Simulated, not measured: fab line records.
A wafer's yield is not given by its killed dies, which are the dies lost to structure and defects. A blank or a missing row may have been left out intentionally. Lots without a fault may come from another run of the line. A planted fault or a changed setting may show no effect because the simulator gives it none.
Problem report in the 8D (eight disciplines) form, filled by code + flow nand harc + the parts of the form that need people (team, actions taken, sign-off) are left out

1. THE ISSUE
At NHARC_P_M2_ECD_22, bath temp c averages 26.03 C over 6 wafers from 2 lots, while fault-free wafers read 25.00 C, standard deviation 0.096. That is +11 standard deviations from the usual mean.
The step: material Cu, target thk 400 nm.
First observed at day 10 08:44: wafer L673.1, on ecd cu-01. The record holds 36 wafers of 12 lots with a number at this step. The rule behind "out" and "out of limits": a value lying over 4 standard deviations away from the usual mean. Any other wafer with a number is counted as sound.

2. WHAT IT IS AND WHAT IT IS NOT
| question                    | is                     | is not                                                     |
|-----------------------------|------------------------|------------------------------------------------------------|
| which readings at this step | bath temp c            | -                                                          |
| which lots                  | L673, L675             | L657, L658, L659, L660, L661, L662, L664, L667, L669, L670 |
| which wafers of those lots  | all that have a number | -                                                          |
| read on which tools         | ecd cu-01              | ecd cu-02                                                  |
| when                        | from day 10 08:44      | up to then (30 sound wafers)                               |

3. SUSPECTS, AND WHAT RULES EACH OUT
Counting: any tool at a process step up to the reading is kept as a suspect provided that every lot that is out went through it and no sound lot did after the first of them.
- ecd cu-01 at NHARC_P_M2_ECD_22 (material Cu, target thk 400 nm): kept. It ran every lot that is out, first L673 (day 10 08:44), and no sound lot after that; its last sound lot up to then is L670 (day 9 21:58). On those wafers its own readings are out: bath temp c.
Remaining after the count: ecd cu-01 at NHARC_P_M2_ECD_22.

4. THE CAUSE (what the simulator had put in)
Drift in process parameters on ecd cu-01 at NHARC_P_M2_ECD_22, starting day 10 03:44. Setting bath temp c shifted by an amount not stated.
After counting, this tool was the only one left.

5. THE EFFECT CHAIN, in route order
One row per reading whose mean, taken over the struck wafers that have a number, lies over 3 standard deviations from the usual. Scope: only readings with a usual standard deviation given in the record; hours: median across lots of the time from each lot's start at the first step in this table that gives one to its start at this step; sigmas: change in usual standard deviations.
| hours | step              | reading     | usual   | on struck wafers | change | sigmas |
|-------|-------------------|-------------|---------|------------------|--------|--------|
| 0     | NHARC_P_M2_ECD_22 | bath temp c | 25.00 C | 26.03            | +1.03  | +11    |
Process steps it contains:
- NHARC_P_M2_ECD_22: material Cu, target thk 400 nm.
At these later measuring or inspecting steps, every struck wafer for which the step has a row has a number for every such reading, and none has moved that far: NHARC_END_SORT_01.

6. HOW IT WOULD HAVE BEEN CAUGHT EARLIER
The fault began at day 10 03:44; the first out-of-limits reading in this record came at day 10 08:44, 5 hours later.
